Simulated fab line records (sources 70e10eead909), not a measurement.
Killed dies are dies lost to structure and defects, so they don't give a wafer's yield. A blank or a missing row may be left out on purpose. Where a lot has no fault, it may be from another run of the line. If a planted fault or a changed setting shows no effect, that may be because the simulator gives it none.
8D (eight disciplines) problem report, filled in by code / flow nandHarc / the parts of the form that need people (team, actions taken, sign-off) are left out

== 1. WHAT IS WRONG ==
At NHARC_A_STAIRCASE_ETCH_169, runLengthS averages 145.2 s over 3 wafers from 2 lots, while fault-free wafers read 128.6 s, standard deviation 0.39. Measured from the usual mean, that is +42 standard deviations.
The step: etches the open film in CH3F/O2, target depth 50 nm, time 107.1 s.
First observed at day 12 11:54: wafer L236.1, on rieDiel-03. The record has a number at this step for 18 wafers belonging to 6 lots. By rule, "out" or "out of limits" means more than 4 standard deviations away from the usual mean. Any other wafer with a number is counted as sound.

== 2. WHAT IT IS AND WHAT IT IS NOT ==
question=which readings at this step | is=runLengthS | is not=drypumpMotorCurrentA, mfcArSccm, oesProductAu, rfFwdPowerW, rfVppV, showerheadPlenumPTorr, throttleValvePct
question=which lots | is=L236, L240 | is not=L230, L233, L249, L251
question=which wafers of those lots | is=L236.1, L236.5, L240.3 | is not=L236.6, L240.2, L240.5
question=read on which tools | is=rieDiel-03 | is not=rieDiel-02, rieDiel-07
question=when | is=from day 12 11:54 | is not=up to then (7 sound wafers); but 8 sound wafers of L240, L249, L251 came after

== 3. WHAT RULES OUT EACH SUSPECT ==
Counting: if a tool at a process step up to the reading ran every lot that is out, it stays a suspect. Sound lots after the first of them don't rule it out here, since some wafers of a struck lot are sound.
- pecvd-04 at NHARC_A_STAIRCASE_DEP_156 (deposits SiNx, target thk 50 nm): kept. It ran every lot that is out, first L236 (day 12 10:57).
- rieDiel-03 at NHARC_A_STAIRCASE_DESCUM_168 (chemistry O2, time 3 s): kept. It ran every lot that is out, first L236 (day 12 11:50); its last sound lot up to then is L230 (day 11 01:05).
- rieDiel-03 at NHARC_A_STAIRCASE_ETCH_169 (etches the open film in CH3F/O2, target depth 50 nm, time 107.1 s): kept. It ran every lot that is out, first L236 (day 12 11:54); its last sound lot up to then is L230 (day 11 01:14). Its own runLengthS readings are out on those wafers.
- At NHARC_A_STAIRCASE_ETCH_169, inside rieDiel-03: chamber 1 took the wafers that are out, while their sound lot-mates went through chambers 0, 2.
Still standing after the count: pecvd-04 at NHARC_A_STAIRCASE_DEP_156, rieDiel-03 at NHARC_A_STAIRCASE_DESCUM_168, rieDiel-03 at NHARC_A_STAIRCASE_ETCH_169.

== 4. THE CAUSE (what the simulator had put in) ==
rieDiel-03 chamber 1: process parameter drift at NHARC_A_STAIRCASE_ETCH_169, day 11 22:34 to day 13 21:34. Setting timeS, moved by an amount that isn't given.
This tool is one of the 3 suspects left after counting.

== 5. THE CHAIN OF EFFECTS, in route order ==
Each row: a reading where the mean over the struck wafers with a number is more than 3 standard deviations away from the usual. Readings are gone through only where the record gives a usual standard deviation; hours: the median, over the lots, of the time from a lot's start at the first step in this table giving one to that lot's start at this step; sigmas: the change measured in usual standard deviations.
hours=0; step=NHARC_A_STAIRCASE_ETCH_169; reading=runLengthS; usual=128.6 s; on struck wafers=145.2; change=+16.6; sigmas=+42
It contains these process steps:
- NHARC_A_STAIRCASE_ETCH_169: etches the open film in CH3F/O2, target depth 50 nm, time 107.1 s.
At these later measuring or inspecting steps, every struck wafer for which the step has a row has a number for every such reading, and none has moved that far: NHARC_END_SORT_01.

== 6. WHAT WOULD HAVE CAUGHT IT SOONER ==
First out-of-limits reading in this record: day 12 11:54, which is 13 hours after fault onset at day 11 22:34.
